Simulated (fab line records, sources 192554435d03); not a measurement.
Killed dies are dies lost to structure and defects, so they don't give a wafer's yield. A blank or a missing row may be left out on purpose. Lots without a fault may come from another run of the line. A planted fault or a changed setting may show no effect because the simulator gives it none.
A struck lot beside a sound one | flow n5_finfet | 38 steps out of a route of 1938
Sound: wafers L817.2, L817.4, L817.6. Struck: wafer L829.1. (L829.2 of the same lot was not struck and is left out.) The cause comes at the end.
At each step with rows: each side's tool, then ch and its chambers, then its first start. Under that, the readings that differ: sound wafers | struck wafers | difference of the means | sigmas: that difference in standard deviations of wafers without a fault.
alike: readings whose means differ by less than 2 such deviations, and words and numbers that are the same on both sides. not compared: withheld readings, readings that some wafer has no value for, bounds like >300 that may hide the same value, and numbers for which the record gives no deviation and whose values overlap.
The two part at a step that has a row with sigmas, a row that says differs or no value, or rows on one side only. Numbers that don't overlap but have no deviation are shown without sigmas and don't part them. A reading that every wafer of one side lacks parts them only if that side has two wafers or more.

first, 9 steps without rows for these wafers: N5_BEOL_M4_ANNEAL_95 (time 240 s); N5_BEOL_M4_SPUTTER_96 (material Cu, target thk 4.5 nm, time 8.29 s); N5_BEOL_M4_ECD_50 (material Cu, target thk 300 nm); N5_BEOL_M4_ANNEAL_51 (time 90 s); N5_BEOL_M4_CMP_52 (polishes, stops on SiOC, t overpolish 6.8 s, target thk 40 nm); N5_BEOL_M4_PRE_CLEAN_60 (time 15 s); N5_BEOL_M4_CO_CAP_55 (material Co, precursor CCTBA/H2, target thk 2 nm, time 102.1 s); N5_BEOL_M4_PRE_CLEAN_56 (time 15 s); N5_BEOL_M4_DEP_57 (deposits SiCN from 3MS/NH3, target thk 8 nm, time 14 s).
N5_BEOL_M4_RC_MEAS_101:
  sound on prober-02 ch 0, day 9 05:07; struck on prober-01 ch 0, day 12 09:48
  alike: DIBL_N, DIBL_P, IOFF_N, IOFF_P, ION_N, ION_P, SS_N, SS_P, VT_N, VT_P
then, 24 steps without rows for these wafers: N5_BEOL_M5_ILD_DEP_00 (deposits SiCOH lowk from DEMS/porogen, target thk 140.64 nm, time 25.9 s); N5_BEOL_M5_CURE_79 (cures SiCOH lowk, time 240 s); N5_BEOL_M5_PECVD_70 (deposits SiO2 from TEOS/O2, target thk 16 nm, time 18 s); N5_BEOL_M5_HM_DEP_02 (deposits TiN, target thk 20 nm); N5_BEOL_M5_COAT_59 (time 60 s, resist thk 60 nm); N5_BEOL_M5_COAT_60 (time 60 s, resist thk 12 nm); N5_BEOL_M5_COAT_71 (time 60 s, resist thk 5 nm); N5_BEOL_M5_COAT_05 (resist thk 30 nm); N5_BEOL_M5_EBR_07; N5_BEOL_M5_SOFTBAKE_06 (time 60 s); N5_BEOL_M5_EXPOSE_08 (exposes mask M5, target cd 28 nm); N5_BEOL_M5_PEB_09 (peb time 60 s); N5_BEOL_M5_DEVELOP_10 (develop time 30 s); N5_BEOL_M5_DESCUM_16 (chemistry O2, time 7 s); N5_BEOL_M5_ETCH_72 (etches underlayer in N2/H2, target depth 6.5 nm, time 5.2 s); N5_BEOL_M5_ETCH_61 (etches SiARC in CF4, target depth 15.6 nm, time 26 s); N5_BEOL_M5_ETCH_62 (etches SOC in N2/H2, target depth 75 nm, overetch 15 nm, time 112.5 s); N5_BEOL_M5_STRIP_63 (strips in N2/H2); N5_BEOL_M5_STRIP_73 (strips in N2/H2); N5_BEOL_M5_STRIP_64 (strips in CF4); N5_BEOL_M5_HM_OPEN_17 (chemistry Cl2/BCl3, target TiN, target depth 20 nm, overetch 6 nm); N5_BEOL_M5_STRIP_19 (strips in O2); N5_BEOL_M5_COAT_65 (time 60 s, resist thk 60 nm); N5_BEOL_M5_COAT_66 (time 60 s, resist thk 12 nm).
-- the record jumps here: 3 days lie between the struck wafers' starts before and after (it left off in module BEOL_M5 and takes up again in module BEOL_M11, whose first step shown is number 1596 of the route) --
N5_BEOL_M11_CMP_52: polishes, stops on SiCOH lowk, t overpolish 7 s, target thk 140 nm.
  sound on cmp-03 ch 0,1,2, day 12 00:47; struck on cmp-03 ch 1, day 15 01:26
  reading                      | sound             | struck | difference | sigmas
  barrier_field_endpoint_s (s) | 28.8 28.5 28.5    | 46.9   | +18.3      | +24
  overpolish_run_s (s)         | 6.989 6.977 6.986 | 0.047  | -6.937     | -99 or more
  time_to_endpoint_s (s)       | 67.5 68.6 64.3    | 86.4   | +19.6      | +7
  alike: clearing_platen_down_force_psi, motor_current_A
N5_BEOL_M11_THK_MEAS_53: measures by xrf.
  sound on film_metro-02, day 12 01:00; struck on film_metro-01, day 15 01:44
  reading      | sound             | struck | difference | sigmas
  M11_THK (nm) | 141.5 139.0 136.7 | 269.0  | +129.9     | +62
N5_BEOL_M11_INSPECT_58: inspects for defects (darkfield).
  sound on defect_inspect-01, day 12 01:09; struck on defect_inspect-02, day 15 01:53
  reading          | sound    | struck | difference | sigmas
  raw_defect_count | 42 52 71 | 1083   | +1028      | +51
-- the record jumps here: 2 days lie between the struck wafers' starts before and after (it left off in module BEOL_M11 and takes up again in module PASSIVATION, whose first step shown is number 1936 of the route) --
N5_PASSIVATION_PROBE_49:
  sound on prober-02, day 14 05:00; struck on prober-01, day 17 05:05
  reading                  | sound          | struck | difference | sigmas
  defect_limited_yield (%) | 92.2 90.9 92.7 | 0      | -92        | -66
  killed_at_M4_up          | 5 9 13         | 1117   | +1108      | +99 or more
  killed_at_front_end      | 47 55 47       | 24     | -26        | -2
  killed_dies              | 92 107 86      | 1180   | +1085      | +68
  killed_on_rim            | 9 15 10        | 152    | +141       | +35
  sort_bin_6_memory (%)    | 2.9 4.1 2.9    | 1.9    | -1.4       | -2
  sort_n_pass              | 1088 1073 1094 | 0      | -1085      | -68
  sort_yield_pct (%)       | 92.2 90.9 92.7 | 0      | -92        | -66
  alike: killed_at_M0_to_M3, killed_at_contacts, killed_at_other, killed_open, killed_short, sort_bin_5_function

WHERE THEY PART
First at N5_BEOL_M11_CMP_52; last, within this record, at N5_PASSIVATION_PROBE_49.

WHY: what the simulator had put in
Process parameter drift: cmp-03, from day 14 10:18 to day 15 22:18, at N5_BEOL_M11_CMP_52. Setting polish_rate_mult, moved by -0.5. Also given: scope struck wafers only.
